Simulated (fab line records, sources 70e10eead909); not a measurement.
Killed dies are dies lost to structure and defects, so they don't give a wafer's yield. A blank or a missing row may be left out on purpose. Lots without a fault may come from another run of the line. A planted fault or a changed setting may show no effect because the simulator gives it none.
Chamber matching | flow nand_harc | NHARC_A_SLIT_DESCUM_14 on rie_diel-03: 4 sister chambers
The step chemistry O2, time 3 s. 8 wafers are shown with their chamber, then 8 later ones without.

WAFERS WITH THEIR CHAMBER
wafer  | chamber | rf_vpp_V (V) | oes_product_au (a.u.)
L082.6 | 2       | 56.5         | 1.005
L080.3 | 3       | 57.1         | 1.010
L089.4 | 2       | 56.8         | 1.006
L089.5 | 1       | 58.4         | 1.006
L090.1 | 0       | 57.4         | 0.980
L090.5 | 1       | 57.3         | 1.000
L090.6 | 0       | 58.2         | 0.979
L093.1 | 3       | 57.9         | 0.999

WAFERS WITHOUT THEIR CHAMBER
wafer  | rf_vpp_V (V) | oes_product_au (a.u.)
L093.4 | 56.2         | 0.994
L093.6 | 58.7         | 1.004
L095.1 | 57.3         | 1.007
L095.2 | 57.8         | 0.991
L095.4 | 57.8         | 1.004
L096.1 | 57.2         | 0.983
L096.3 | 57.3         | 1.000
L096.4 | 57.7         | 1.017

WHICH CHAMBER EACH WENT THROUGH
wafer  | from the rows above               | in truth
L093.4 | can't be placed: 2 or 3 or 1 or 0 | 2
L093.6 | can't be placed: 1 or 3           | 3
L095.1 | can't be placed: 3 or 2 or 1      | 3
L095.2 | can't be placed: 0 or 1 or 3 or 2 | 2
L095.4 | can't be placed: 1 or 3 or 2      | 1
L096.1 | 0                                 | 0
L096.3 | can't be placed: 3 or 1 or 2      | 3
L096.4 | can't be placed: 3 or 1 or 2      | 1
Placed correctly: 1 of 8. Can't be placed from these rows: 7 (the true chamber is among the candidates in 7). Placed wrongly: 0.
How it was worked out, from the rows above alone: a wafer's distance from a chamber is the root of the sum, over the readings, of the square of ((its reading less the chamber's mean) divided by the reading's scatter). The wafer belongs to the nearest chamber; if the next one is less than 2 further off, it can't be placed. A chamber's mean is the mean of its shown wafers. The scatter: the root of (the sum of the squares of (reading less its chamber's mean) over the shown wafers, divided by (wafers less chambers)).
